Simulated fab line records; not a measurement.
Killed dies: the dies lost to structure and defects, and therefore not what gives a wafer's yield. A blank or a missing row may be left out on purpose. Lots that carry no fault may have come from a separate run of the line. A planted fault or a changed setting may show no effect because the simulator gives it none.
Which of the tools did it? ; flow n5 finfet ; 9 lots, 27 wafers sampled, at 5 steps of a route of 1938

== WHAT THE GAUGES SHOWED, per wafer ==
N5_BEOL_M4_RC_MEAS_101.
lot;measured;on;DIBL_N (mV/V)
L808;day 9 01:15;prober-02;35.6 37.3 36.9
L810;day 9 09:05;prober-02;34.3 35.1 36.7
L811;day 10 10:31;prober-02;39.2 37.6 38.4
L813;day 11 14:48;prober-02;35.0 37.0 37.8
L817;day 13 02:11;prober-02;35.6 36.8 35.9
L823;day 14 20:09;prober-02;35.9 35.2 36.6
L825;day 14 22:31;prober-01;39.3 37.9 37.2
L827;day 15 22:28;prober-01;38.3 37.2 37.2
L828;day 15 15:25;prober-02;36.2 36.1 35.8

== TOOL THAT RAN EACH LOT (tool first, then ch and the chambers of the sampled wafers, then the start) ==
lot;N5_BEOL_M1_HM_OPEN_17;N5_BEOL_M1_TRENCH_ETCH_37;N5_BEOL_M1_ETCH_41;N5_BEOL_M1_ALD_84
L808;rie metal-02 ch 0,1, day 6 17:41;rie diel-03 ch 1,2,3, day 6 21:08;rie diel-03 ch 1,2,3, day 6 21:55 or earlier;ald metal-04 ch 1,2, day 6 21:55
L810;rie metal-02 ch 0, day 7 09:59;rie diel-06 ch 0,1,2, day 7 11:30;rie diel-06 ch 0,1,2, day 7 12:23 or earlier;ald metal-03 ch 1,2,3, day 7 12:23
L811;rie metal-01 ch 0,1, day 7 16:55;rie diel-06 ch 0,2,3, day 8 07:59;rie diel-06 ch 0,2,3, day 8 09:16 or earlier;ald metal-02 ch 1,3, day 8 09:16
L813;rie metal-01 ch 0,1, day 8 07:25;rie diel-03 ch 1,2, day 8 16:08;rie diel-03 ch 1,2, day 8 16:56 or earlier;ald metal-03 ch 0,2,3, day 8 16:56
L817;rie metal-01 ch 0,1, day 9 06:27;rie diel-03 ch 0,1,2, day 9 08:08;rie diel-03 ch 0,1,2, day 9 09:28 or earlier;ald metal-04 ch 0,1,2, day 9 09:28
L823;rie metal-02 ch 0,1, day 11 06:43;rie diel-03 ch 0,1,2, day 11 15:44;rie diel-03 ch 0,1,2, day 11 16:16 or earlier;ald metal-04 ch 1,2,3, day 11 16:16
L825;rie metal-02 ch 0,1, day 11 11:12;rie diel-02 ch 0,1,2, day 12 03:28;rie diel-02 ch 0,1,2, day 12 04:16 or earlier;ald metal-03 ch 1,2,3, day 12 04:16
L827;rie metal-01 ch 0,1, day 11 20:11;rie diel-02 ch 0,1,2, day 12 14:38;rie diel-02 ch 0,1,2, day 12 15:16 or earlier;ald metal-02 ch 0,2,3, day 12 15:16
L828;rie metal-02 ch 0,1, day 12 10:23;rie diel-06 ch 0,1,2, day 12 20:40;rie diel-06 ch 0,1,2, day 12 22:09 or earlier;ald metal-02 ch 0,1,2, day 12 22:09
- N5_BEOL_M1_HM_OPEN_17: chemistry Cl2/BCl3, target TiN, target depth 20 nm, overetch 6 nm.
- N5_BEOL_M1_TRENCH_ETCH_37: etches SiOC in C4F6/O2, target depth 55.207 nm, time 29 s.
- N5_BEOL_M1_ETCH_41: etches SiCN in CH3F/O2, target depth 31.9 nm, time 57.8 s.
- N5_BEOL_M1_ALD_84: deposits TaN, pulse time 2 s, purge time 3 s, co reactant purge time 2 s.

== THE ANSWER, worked out from the rows above alone ==
Rule: the lots themselves supply what counts as usual. The widest of any qualifying gaps counts: lots, ordered by their means at a reading, are off when they make up no more than a third of the lots, leave a main group of 4 or more, and stand apart from it by 3 or more times the standard deviation of that group's means. The tables above print the reading to a certain number of digits; a main group whose means all agree to those digits is not used. Also off: a lot with no number at a reading for which 4 or more lots have one. Where the step has rows for the other lots, those lots are counted as sound.
No lot is off at any reading shown: from this, nothing can be told.

== WHAT HAD BEEN PUT IN BY THE SIMULATOR ==
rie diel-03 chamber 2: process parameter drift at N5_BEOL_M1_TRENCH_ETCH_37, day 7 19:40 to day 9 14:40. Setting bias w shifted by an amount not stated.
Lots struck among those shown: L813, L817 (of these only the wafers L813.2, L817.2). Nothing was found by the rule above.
